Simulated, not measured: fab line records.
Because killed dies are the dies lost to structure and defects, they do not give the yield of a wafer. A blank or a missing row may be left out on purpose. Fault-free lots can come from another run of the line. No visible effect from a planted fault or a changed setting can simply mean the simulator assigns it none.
Which of the tools did it? + flow n5_finfet + 29 wafers from 11 lots sampled at 5 of the route's 1938 steps

## WHAT THE GAUGES SHOWED, per wafer
N5_BEOL_M4_RC_MEAS_101. Usual: DIBL_N 35.8 mV/V, standard deviation 2.2; DIBL_P 35.3 mV/V, standard deviation 2.7; IOFF_N 0.16 nA/um, standard deviation 0.043; IOFF_P 0.21 nA/um, standard deviation 0.043; ION_N 676 uA/um, standard deviation 15; ION_P 463 uA/um, standard deviation 9.1; SS_N 71.4 mV/dec, standard deviation 0.77; SS_P 73.0 mV/dec, standard deviation 0.79; VT_N 250 mV, standard deviation 4; VT_P -249.8 mV, standard deviation 2.8.
| lot  | measured     | on        | DIBL_N (mV/V)  | DIBL_P (mV/V)  | IOFF_N (nA/um) | IOFF_P (nA/um) | ION_N (uA/um) | ION_P (uA/um) | SS_N (mV/dec)  | SS_P (mV/dec)  | VT_N (mV)   | VT_P (mV)            | flag |
|------|--------------|-----------|----------------|----------------|----------------|----------------|---------------|---------------|----------------|----------------|-------------|----------------------|------|
| L928 | day 8 08:11  | prober-02 | 37.7 40.3 35.7 | 39.0 41.7 37.3 | 0.19 0.25 0.17 | 0.24 0.30 0.22 | 689 708 694   | 474 481 478   | 70.9 71.5 70.7 | 72.4 73.9 72.3 | 242 240 244 | -246.0 -244.5 -247.6 |      |
| L931 | day 9 05:35  | prober-01 | 36.5 37.2 39.8 | 36.3 36.8 37.5 | 0.16 0.18 0.22 | 0.23 0.22 0.24 | 654 691 664   | 450 467 453   | 71.3 72.1 73.1 | 73.1 72.9 73.7 | 250 247 248 | -249.0 -250.4 -246.8 |      |
| L932 | day 9 05:28  | prober-02 | 35.9 38.0      | 35.7 37.9      | 0.13 0.19      | 0.19 0.22      | 645 697       | 447 470       | 71.4 71.5      | 73.9 74.1      | 255 246     | -252.4 -249.1        |      |
| L934 | day 9 20:19  | prober-01 | 35.9 36.5      | 37.5 38.6      | 0.16 0.16      | 0.20 0.23      | 672 661       | 460 454       | 71.6 71.9      | 73.0 73.5      | 249 250     | -250.0 -248.3        |      |
| L935 | day 9 21:51  | prober-02 | 32.4 36.9      | 32.2 36.6      | 0.11 0.18      | 0.17 0.23      | 673 680       | 463 460       | 70.6 72.2      | 72.5 73.7      | 253 248     | -250.5 -249.3        |      |
| L933 | day 10 00:14 | prober-02 | 37.4 38.7      | 36.2 38.2      | 0.17 0.19      | 0.24 0.28      | 681 695       | 474 475       | 71.5 72.6      | 73.3 73.8      | 251 247     | -248.1 -247.4        |      |
| L937 | day 10 12:14 | prober-02 | 35.8 37.3 34.9 | 33.7 35.3 34.2 | 0.16 0.17 0.14 | 0.19 0.20 0.19 | 682 685 674   | 468 466 469   | 70.4 71.9 71.3 | 72.5 74.0 73.3 | 247 248 250 | -248.5 -251.6 -251.7 |      |
| L936 | day 10 15:54 | prober-02 | 37.2 38.9 35.4 | 35.2 36.9 33.4 | 0.17 0.19 0.13 | 0.20 0.22 0.17 | 675 687 670   | 458 469 463   | 71.4 71.9 71.0 | 72.9 73.0 72.4 | 249 250 255 | -251.0 -249.8 -253.7 |      |
| L939 | day 11 11:06 | prober-01 | 36.1 35.0 38.0 | 37.7 34.5 38.7 | 0.16 0.13 0.19 | 0.24 0.19 0.27 | 691 675 686   | 475 465 470   | 71.5 71.2 72.1 | 73.4 72.5 73.5 | 248 253 249 | -245.8 -250.0 -247.0 |      |
| L941 | day 11 22:40 | prober-01 | 40.6 32.5 39.4 | 39.8 31.5 38.9 | 0.27 0.11 0.24 | 0.30 0.16 0.28 | 704 668 703   | 478 460 475   | 72.7 70.4 71.9 | 75.1 72.3 74.9 | 240 253 244 | -246.0 -252.3 -246.3 |      |
| L945 | day 12 21:17 | prober-02 | 35.7 34.3 36.9 | 35.0 33.1 35.8 | 0.15 0.12 0.16 | 0.20 0.17 0.21 | 693 669 680   | 480 457 464   | 71.4 71.2 71.9 | 73.5 72.0 73.0 | 251 254 250 | -249.1 -251.4 -249.4 |      |

## WHAT TOOL EACH LOT RAN ON (gives the tool, then ch and the chambers of the sampled wafers, and finally the start)
| lot  | N5_BEOL_M1_CVD_47               | N5_BEOL_M1_ANNEAL_49         | N5_BEOL_M1_ANNEAL_82         | N5_BEOL_M1_SPUTTER_86        |
|------|---------------------------------|------------------------------|------------------------------|------------------------------|
| L928 | cvd_co-02 ch 0,2, day 6 10:42   | pvd_sputter-02, day 6 11:01  | pvd_sputter-02, day 6 11:27  | pvd_sputter-02, day 6 11:35  |
| L931 | cvd_co-01 ch 0,1,2, day 7 09:00 | pvd_sputter-03, day 7 09:14  | pvd_sputter-03, day 7 09:41  | pvd_sputter-03, day 7 09:49  |
| L932 | cvd_co-02 ch 0,1, day 7 12:38   | pvd_sputter-03, day 7 12:58  | pvd_sputter-03, day 7 13:24  | pvd_sputter-03, day 7 13:32  |
| L934 | cvd_co-01 ch 1, day 7 19:41     | pvd_sputter-01, day 7 20:01  | pvd_sputter-01, day 7 20:28  | pvd_sputter-01, day 7 20:36  |
| L935 | cvd_co-02 ch 0,1, day 7 22:29   | pvd_sputter-01, day 7 22:40  | pvd_sputter-01, day 7 23:06  | pvd_sputter-01, day 7 23:14  |
| L933 | cvd_co-02 ch 0,1, day 7 22:52   | pvd_sputter-01, day 8 00:30  | pvd_sputter-01, day 8 00:56  | pvd_sputter-01, day 8 01:05  |
| L937 | cvd_co-01 ch 0,1,2, day 8 14:10 | pvd_sputter-03, day 8 14:25  | pvd_sputter-03, day 8 14:51  | pvd_sputter-03, day 8 14:59  |
| L936 | cvd_co-02 ch 0,1,2, day 8 22:52 | pvd_sputter-01, day 8 23:15  | pvd_sputter-01, day 8 23:41  | pvd_sputter-01, day 8 23:50  |
| L939 | cvd_co-02 ch 0,1,2, day 9 08:55 | pvd_sputter-01, day 9 09:10  | pvd_sputter-01, day 9 09:36  | pvd_sputter-01, day 9 09:44  |
| L941 | cvd_co-02 ch 0,1, day 9 18:11   | pvd_sputter-01, day 9 18:56  | pvd_sputter-01, day 9 19:22  | pvd_sputter-01, day 9 19:31  |
| L945 | cvd_co-02 ch 1,2, day 11 03:57  | pvd_sputter-02, day 11 04:51 | pvd_sputter-02, day 11 05:17 | pvd_sputter-02, day 11 05:26 |
- N5_BEOL_M1_CVD_47: deposits Co from CCTBA/H2, target thk 3 nm, time 223.8 s.
- N5_BEOL_M1_ANNEAL_49: time 240 s.
- N5_BEOL_M1_ANNEAL_82: time 240 s.
- N5_BEOL_M1_SPUTTER_86: material Cu, target thk 4.5 nm, time 8.29 s.

## AS READ BY THE TOOLS THEMSELVES (means over the sampled wafers that have a number; for cases with no such wafer, the mark the record gives instead)
N5_BEOL_M1_CVD_47. Usual: run_length_s reads 246.9 s (standard deviation 0.59).
| lot  | tool      | run_length_s (s) | flag |
|------|-----------|------------------|------|
| L928 | cvd_co-02 | 246.6            |      |
| L931 | cvd_co-01 | 246.8            |      |
| L932 | cvd_co-02 | 247.2            |      |
| L934 | cvd_co-01 | 247.1            |      |
| L935 | cvd_co-02 | 247.0            |      |
| L933 | cvd_co-02 | 247.2            |      |
| L937 | cvd_co-01 | 246.9            |      |
| L936 | cvd_co-02 | 246.8            |      |
| L939 | cvd_co-02 | 247.1            |      |
| L941 | cvd_co-02 | 246.8            |      |
| L945 | cvd_co-02 | 249.5            | OFF  |

N5_BEOL_M1_ANNEAL_49. Usual: heater_power_w 824 W, standard deviation 85; susceptor_temp_C_max 401.0, standard deviation 0.42.
| lot  | tool           | heater_power_w (W) | susceptor_temp_C_max | flag |
|------|----------------|--------------------|----------------------|------|
| L928 | pvd_sputter-02 | 958                | 400.6                |      |
| L931 | pvd_sputter-03 | 815                | 401.0                |      |
| L932 | pvd_sputter-03 | 834                | 401.4                |      |
| L934 | pvd_sputter-01 | 752                | 400.8                |      |
| L935 | pvd_sputter-01 | 826                | 401.1                |      |
| L933 | pvd_sputter-01 | 826                | 400.8                |      |
| L937 | pvd_sputter-03 | 811                | 400.9                |      |
| L936 | pvd_sputter-01 | 806                | 401.1                |      |
| L939 | pvd_sputter-01 | 832                | 401.3                |      |
| L941 | pvd_sputter-01 | 836                | 401.3                |      |
| L945 | pvd_sputter-02 | 909                | 400.8                |      |

N5_BEOL_M1_ANNEAL_82. Usual: heater_power_w 820 W, standard deviation 82; susceptor_temp_C_max 401.0, standard deviation 0.42.
| lot  | tool           | heater_power_w (W) | susceptor_temp_C_max | flag |
|------|----------------|--------------------|----------------------|------|
| L928 | pvd_sputter-02 | 940                | 400.8                |      |
| L931 | pvd_sputter-03 | 808                | 400.8                |      |
| L932 | pvd_sputter-03 | 824                | 401.1                |      |
| L934 | pvd_sputter-01 | 754                | 400.9                |      |
| L935 | pvd_sputter-01 | 816                | 401.4                |      |
| L933 | pvd_sputter-01 | 820                | 401.8                |      |
| L937 | pvd_sputter-03 | 805                | 401.0                |      |
| L936 | pvd_sputter-01 | 795                | 400.7                |      |
| L939 | pvd_sputter-01 | 825                | 400.9                |      |
| L941 | pvd_sputter-01 | 839                | 401.2                |      |
| L945 | pvd_sputter-02 | 884                | 400.9                |      |

N5_BEOL_M1_SPUTTER_86. Usual: throttle_valve_pct reads 30.0 % (standard deviation 0.92).
| lot  | tool           | throttle_valve_pct (%) | flag |
|------|----------------|------------------------|------|
| L928 | pvd_sputter-02 | 28.9                   |      |
| L931 | pvd_sputter-03 | 30.6                   |      |
| L932 | pvd_sputter-03 | 30.3                   |      |
| L934 | pvd_sputter-01 | 29.9                   |      |
| L935 | pvd_sputter-01 | 29.4                   |      |
| L933 | pvd_sputter-01 | 29.6                   |      |
| L937 | pvd_sputter-03 | 30.5                   |      |
| L936 | pvd_sputter-01 | 29.8                   |      |
| L939 | pvd_sputter-01 | 30.5                   |      |
| L941 | pvd_sputter-01 | 29.9                   |      |
| L945 | pvd_sputter-02 | 29.5                   |      |

## THE ANSWER, worked out from the rows above alone
Rule: take the mean of a lot's wafers that have a number; if it is more than 3 standard deviations from the usual mean, the lot is off. A lot without any number at a reading at which 4 lots or more have one is off too. All remaining lots with rows at the step are treated as sound. After the gauges, taken in route order, come the tools' own readings; for these a lot's mean is taken, as printed above. The first step at which some lot is off is used, and at that step the reading that is off furthest; a lot without a number counts as furthest.
Off, at N5_BEOL_M1_CVD_47 on run_length_s: L945.
If a tool, at that step or one of the process steps before it, ran each lot that is off and ran no sound lot following the first of them, it fits. One fits: N5_BEOL_M1_CVD_47 on cvd_co-02. Its last sound lot is L941 (day 9 18:11), its first lot that is off L945 (day 11 03:57): a fault that began between those two fits.
The tool's own readings at N5_BEOL_M1_CVD_47 bear it out: on the lots that are off they differ by more than 5 times the standard deviation of the sound lots' means. run_length_s reads 249.5 s there against 246.9 s on the sound lots.

## WHAT THE SIMULATOR PUT IN
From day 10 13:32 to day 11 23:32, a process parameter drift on cvd_co-02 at N5_BEOL_M1_CVD_47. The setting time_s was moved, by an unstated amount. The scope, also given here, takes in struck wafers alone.
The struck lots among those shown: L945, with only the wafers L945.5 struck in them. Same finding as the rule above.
